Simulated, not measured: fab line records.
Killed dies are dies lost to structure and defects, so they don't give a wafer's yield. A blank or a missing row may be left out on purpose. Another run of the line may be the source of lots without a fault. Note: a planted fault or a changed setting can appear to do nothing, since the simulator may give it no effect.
Chamber matching | flow n5 finfet | pecvd-04 running N5_BEOL_M13_ILD_DEP_00: 3 sister chambers
The step deposits SiOC from DEMS/O2, target thk 837.92 nm, time 166.4 s. 24 wafers are shown with their chamber, then 12 later ones without.

## WAFERS WITH THEIR CHAMBER
wafer  | chamber | heater power w (W) | showerhead plenum p Torr (Torr) | susceptor temp C (C)
L076.1 | 1       | 555                | 5.703                           | 349.93
L076.2 | 0       | 294                | 5.699                           | 350.01
L076.4 | 2       | 318                | 5.652                           | 349.88
L075.1 | 1       | 558                | 5.665                           | 349.98
L075.2 | 2       | 367                | 5.640                           | 349.79
L075.3 | 0       | 308                | 5.706                           | 350.03
L077.2 | 1       | 522                | 5.684                           | 349.77
L077.3 | 2       | 390                | 5.637                           | 349.93
L077.5 | 2       | 320                | 5.641                           | 350.06
L078.2 | 2       | 386                | 5.641                           | 350.15
L078.3 | 0       | 303                | 5.704                           | 350.05
L078.6 | 0       | 317                | 5.710                           | 349.94
L079.1 | 2       | 364                | 5.651                           | 350.00
L079.4 | 1       | 482                | 5.707                           | 350.10
L079.6 | 0       | 338                | 5.731                           | 350.00
L080.4 | 0       | 256                | 5.702                           | 350.01
L080.5 | 1       | 583                | 5.695                           | 350.10
L080.6 | 2       | 386                | 5.657                           | 350.03
L084.1 | 0       | 253                | 5.712                           | 350.01
L084.2 | 1       | 606                | 5.700                           | 349.71
L084.6 | 2       | 383                | 5.647                           | 350.00
L085.1 | 1       | 493                | 5.702                           | 350.02
L085.5 | 2       | 322                | 5.645                           | 349.91
L085.6 | 0       | 253                | 5.713                           | 350.24

SIGNATURES (averages over the wafers above)
reading                  | chamber 0 | chamber 1 | chamber 2 | scatter within a chamber
heater power w           | 290.25    | 542.71    | 359.56    | 36.3
showerhead plenum p Torr | 5.70962   | 5.69371   | 5.64567   | 0.0105
susceptor temp C         | 350.0362  | 349.9443  | 349.9722  | 0.117
Rule: a wafer lies at a distance from a chamber equal to the root of the sum of squares, over the readings, of (its reading less the chamber's mean, divided by the reading's scatter). If the next closest chamber is less than 2 further off than the closest, the wafer can't be placed; otherwise it belongs to the closest. The scatter is the square root of a quotient: the sum, over the shown wafers, of each reading's squared deviation from its chamber's mean, divided by wafers minus chambers.

## WAFERS MISSING THEIR CHAMBER
wafer  | heater power w (W) | showerhead plenum p Torr (Torr) | susceptor temp C (C)
L092.2 | 568                | 5.696                           | 349.88
L092.4 | 381                | 5.646                           | 349.93
L092.6 | 603                | 5.700                           | 349.77
L091.1 | 280                | 5.693                           | 350.30
L091.4 | 311                | 5.652                           | 350.14
L091.5 | 304                | 5.707                           | 350.26
L093.1 | 387                | 5.648                           | 349.97
L093.4 | 483                | 5.706                           | 349.65
L093.6 | 295                | 5.715                           | 350.31
L096.1 | 315                | 5.693                           | 349.97
L096.4 | 600                | 5.694                           | 349.96
L096.6 | 307                | 5.659                           | 349.86

## THE CHAMBER EACH PASSED THROUGH
wafer  | from the rows above | in truth
L092.2 | 1                   | 1
L092.4 | 2                   | 2
L092.6 | 1                   | 1
L091.1 | 0                   | 0
L091.4 | 2                   | 2
L091.5 | 0                   | 0
L093.1 | 2                   | 2
L093.4 | 1                   | 1
L093.6 | 0                   | 0
L096.1 | 0                   | 0
L096.4 | 1                   | 1
L096.6 | 2                   | 2
Placed correctly: 12 of 12. Left unplaced by these rows: 0. Wrongly placed: 0.
